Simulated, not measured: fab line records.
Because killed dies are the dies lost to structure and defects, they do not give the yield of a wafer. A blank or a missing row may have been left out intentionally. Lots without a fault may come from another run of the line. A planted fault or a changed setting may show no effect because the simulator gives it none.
Chamber matching -- flow nand_harc -- NHARC_A_STAIRCASE_TRIM_229 on rie_diel-04: 4 sister chambers
The step chemistry O2, time 211.2 s. 18 wafers are shown with their chamber, then 9 later ones without.

WAFERS, EACH WITH ITS CHAMBER
wafer,chamber,drypump_motor_current_A (A),showerhead_plenum_p_Torr (Torr),o2_flow_sccm (sccm)
L077.1,3,6.2,3.34,500.9
L077.2,0,5.5,3.45,500.5
L077.5,0,5.6,3.45,497.4
L076.1,1,5.7,3.53,499.2
L076.2,0,5.5,3.45,500.8
L076.3,2,5.3,3.39,499.8
L078.2,2,5.3,3.38,502.4
L078.3,1,5.7,3.52,502.0
L078.6,1,5.7,3.52,499.8
L081.1,3,6.2,3.33,500.3
L081.3,0,5.5,3.44,499.7
L081.5,0,5.5,3.44,500.3
L085.2,2,5.3,3.38,500.8
L085.3,1,5.7,3.51,499.1
L085.4,3,6.2,3.32,498.7
L087.1,3,6.2,3.31,498.8
L087.2,2,5.3,3.37,503.3
L087.3,1,5.7,3.50,500.0

SIGNATURES, as means of the wafers listed above
reading,chamber 0,chamber 1,chamber 2,chamber 3,scatter within a chamber
drypump_motor_current_A,5.520,5.700,5.300,6.200,0.0239
showerhead_plenum_p_Torr,3.4460,3.5160,3.3800,3.3250,0.00978
o2_flow_sccm,499.740,500.020,501.575,499.675,1.31
Rule: for a wafer and a chamber, the distance is found by dividing, reading by reading, the gap between the wafer's reading and the chamber's mean by the reading's scatter, squaring, summing and taking the root. If the next closest chamber is less than 2 further off than the closest, the wafer can't be placed; otherwise it belongs to the closest. How the scatter is found: for the shown wafers, subtract from each reading the mean of its chamber, square and add these, divide the total by (wafers less chambers), then take the root.

WAFERS WITH NO CHAMBER GIVEN
wafer,drypump_motor_current_A (A),showerhead_plenum_p_Torr (Torr),o2_flow_sccm (sccm)
L092.3,5.7,3.50,500.7
L092.5,5.7,3.50,500.7
L092.6,5.5,3.42,499.1
L096.2,6.2,3.31,499.3
L096.4,5.5,3.42,497.0
L096.5,5.3,3.36,502.9
L097.1,6.2,3.30,502.0
L097.5,6.2,3.30,501.9
L097.6,5.5,3.42,498.3

THE CHAMBER EACH PASSED THROUGH
wafer,from the rows above,in truth
L092.3,1,1
L092.5,1,1
L092.6,0,0
L096.2,3,3
L096.4,0,0
L096.5,2,2
L097.1,3,3
L097.5,3,3
L097.6,0,0
Correctly placed: 9 of 9. Number that these rows cannot place: 0. 0 placed wrongly.
